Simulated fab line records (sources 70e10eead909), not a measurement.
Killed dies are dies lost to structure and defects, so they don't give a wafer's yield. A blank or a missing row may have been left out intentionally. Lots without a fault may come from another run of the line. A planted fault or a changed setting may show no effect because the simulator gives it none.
8D (eight disciplines) problem report, filled in by code ; flow nandHarc ; the parts of the form that need people (team, actions taken, sign-off) are left out

## 1. PROBLEM STATEMENT
Wafers without a fault read 5, standard deviation 3.1; killedAtPeriphery at NHARC_END_SORT_01 reads a mean of 62 on 6 wafers belonging to 2 lots. Relative to the usual mean, that is a shift of +18 standard deviations.
First observed at day 31 18:07: wafer L131.1, on prober-01. The record holds 15 wafers of 5 lots with a number at this step. By rule, "out" or "out of limits" means more than 4 standard deviations away from the usual mean. All remaining wafers that have a number are taken as sound.

## 2. WHAT IT IS; WHAT IT IS NOT
question;is;is not
which readings at this step;killedAtPeriphery;killedAtArray, killedAtOther, killedOpen, killedShort
which lots;L130, L131;L114, L119, L123
which wafers of those lots;all that have a number;-
read on which gauges;prober-01, prober-02;-
when;from day 31 18:07;up to then (9 sound wafers)

## 3. SUSPECTS, AND WHAT RULES EACH OUT
Counting: any tool at a process step up to the reading is kept as a suspect provided that every lot that is out went through it and no sound lot did after the first of them.
- ruled out: the gauge at NHARC_END_SORT_01. The wafers that are out were read on 2 gauges (prober-01, prober-02).
- krfScanner-02 at NHARC_P_ZERO_WELL_EXPOSE_34 (exposes mask P PWELL, target cd 720 nm): kept. It processed each lot that is out, first L130 at day 8 16:31, and no sound lot thereafter; up to then, the last sound lot it processed was L119 at day 4 01:52.
- plasmaAsher-01 at NHARC_THIN_TSV_STRIP_62 (strips in N2/H2, time 20 s): kept. It processed each lot that is out, first L131 at day 31 05:04, and no sound lot thereafter; up to then, the last sound lot it processed was L123 at day 27 08:28.
- pvdSputter-01 at NHARC_THIN_TSV_DEGAS_53 (time 60 s): kept. It ran every lot that is out, first L131 (day 31 07:14), and no sound lot after that.
- plasmaAsher-01 at NHARC_THIN_TSV_STRIP_56 (strips in O2): kept. It processed each lot that is out, first L131 at day 31 08:55, and no sound lot thereafter; up to then, the last sound lot it processed was L123 at day 27 12:28.
Left after counting: krfScanner-02 at NHARC_P_ZERO_WELL_EXPOSE_34, plasmaAsher-01 at NHARC_THIN_TSV_STRIP_62, pvdSputter-01 at NHARC_THIN_TSV_DEGAS_53, plasmaAsher-01 at NHARC_THIN_TSV_STRIP_56.

## 4. THE CAUSE (what the simulator had put in)
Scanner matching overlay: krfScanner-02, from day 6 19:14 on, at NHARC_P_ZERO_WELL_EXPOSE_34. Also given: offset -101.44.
After counting, 4 suspects remain, this tool included.

## 5. THE CHAIN OF EFFECTS, in route order
Each row: a reading where the mean over the struck wafers with a number is more than 3 standard deviations away from the usual. Only readings whose record carries a usual standard deviation are examined. hours: median over the lots of the time between each lot's start at the first step of this table that gives one and its start at this step. sigmas: the change, counted in usual standard deviations.
hours;step;reading;usual;on struck wafers;change;sigmas
0;NHARC_END_SORT_01;killedAtPeriphery;5;62;+57;+18
Readings that are blank on the struck wafers while sound wafers have them: rfReflPowerW at NHARC_THIN_TSV_STRIP_56.

## 6. WHAT WOULD HAVE CAUGHT IT SOONER
In this record the first reading out of limits at a measuring or inspecting step was taken at day 31 18:07, 599 hours after the fault began at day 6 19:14.
By day 31 18:07 the whole set of lots that are out, 2 in number, had already begun NHARC_P_ZERO_WELL_EXPOSE_34 on krfScanner-02. None of them would have been spared by holding the tool at that moment.
